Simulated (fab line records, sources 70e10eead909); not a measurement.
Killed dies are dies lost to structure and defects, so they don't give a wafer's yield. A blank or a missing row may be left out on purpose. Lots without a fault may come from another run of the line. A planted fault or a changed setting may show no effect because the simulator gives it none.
Problem report in the 8D (eight disciplines) form, filled by code | flow nand_harc | the parts of the form that need people (team, actions taken, sign-off) are left out

1. THE PROBLEM
killed_at_periphery at NHARC_END_SORT_01 reads a mean of 647 on 6 wafers of 2 lots; wafers without a fault read 4 with a standard deviation of 3.2. That is +99 or more standard deviations from the usual mean.
First seen on wafer L127.2, day 23 17:20, on prober-01. The record holds 36 wafers of 12 lots with a number at this step. Rule for "out", or "out of limits": more than 4 standard deviations from the usual mean. The other wafers with a number count as sound.

2. WHAT IT IS AND WHAT IT IS NOT
question                    | is                                                                                                                      | is not
which readings at this step | killed_at_periphery, defect_limited_yield, killed_dies, sort_bin_2_pct, sort_n_pass, sort_rim_yield_pct, sort_yield_pct | killed_at_array, killed_open, sort_bin_3_pct, sort_bin_4_pct
which lots                  | L127, L128                                                                                                              | L110, L111, L112, L113, L115, L118, L119, L131, L132, L133
which wafers of those lots  | all that have a number                                                                                                  | -
read on which gauges        | prober-01                                                                                                               | prober-02
when                        | from day 23 17:20                                                                                                       | up to then (21 sound wafers); but 9 sound wafers of L131, L132, L133 came after

3. SUSPECTS, AND WHAT RULES EACH OUT
Counting: a tool at a process step up to the reading stays a suspect if it ran every lot that is out and no sound lot after the first of them.
- the gauge at NHARC_END_SORT_01: kept. All the wafers that are out were read on prober-01, and no step on other tools shows them out.
- rie_diel-12 at NHARC_P_BONDPAD_ETCH_24 (etches the open film in CF4/N2, target depth 30 nm, time 72.99 s): ruled out as a lasting fault. Sound lots L132 ran on it after its first lot that is out, L127 (day 10 19:28).
Left after counting: prober-01 at NHARC_END_SORT_01.

4. THE CAUSE (what the simulator had put in)
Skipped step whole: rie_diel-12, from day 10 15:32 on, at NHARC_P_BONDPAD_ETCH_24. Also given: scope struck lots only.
Counting ruled it out, wrongly: the rule takes a fault to strike every lot that its tool runs from its start on, and this one did not.

5. THE CHAIN OF EFFECTS, in route order
Each row: a reading whose mean over the struck wafers that have a number lies more than 3 standard deviations from the usual. Only readings for which the record gives a usual standard deviation are gone through. hours: the time from each lot's start at the first step in this table that gives one to its start at this step, as a median over the lots. sigmas: the change in usual standard deviations.
hours | step              | reading              | usual  | on struck wafers | change | sigmas
0     | NHARC_END_SORT_01 | defect_limited_yield | 95.0 % | 0.0              | -95.0  | -56
0     | NHARC_END_SORT_01 | killed_at_periphery  | 4      | 647              | +643   | +99 or more
0     | NHARC_END_SORT_01 | killed_dies          | 34     | 677              | +643   | +54
0     | NHARC_END_SORT_01 | sort_bin_2_pct       | 1.6 %  | 96.5             | +94.9  | +99 or more
0     | NHARC_END_SORT_01 | sort_n_pass          | 643    | 0                | -643   | -54
0     | NHARC_END_SORT_01 | sort_rim_yield_pct   | 96.4 % | 0.0              | -96.4  | -37
0     | NHARC_END_SORT_01 | sort_yield_pct       | 95.0 % | 0.0              | -95.0  | -56
Readings that are blank on the struck wafers while sound wafers have them: bias_w at NHARC_P_BONDPAD_ETCH_24; cf4_flow_sccm at NHARC_P_BONDPAD_ETCH_24; drypump_motor_current_A at NHARC_P_BONDPAD_ETCH_24; mfc_ar_sccm at NHARC_P_BONDPAD_ETCH_24; oes_product_au at NHARC_P_BONDPAD_ETCH_24; rf_vpp_V at NHARC_P_BONDPAD_ETCH_24; showerhead_plenum_p_Torr at NHARC_P_BONDPAD_ETCH_24; throttle_valve_pct at NHARC_P_BONDPAD_ETCH_24.

6. WHAT WOULD HAVE CAUGHT IT SOONER
In this record the first reading out of limits at a measuring or inspecting step was taken at day 23 17:20, 314 hours after the fault began at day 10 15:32.
At NHARC_P_BONDPAD_ETCH_24 the tool's readings are blank on the struck wafers, where sound wafers have them: an empty tool record is the first sign, and it was there at once.
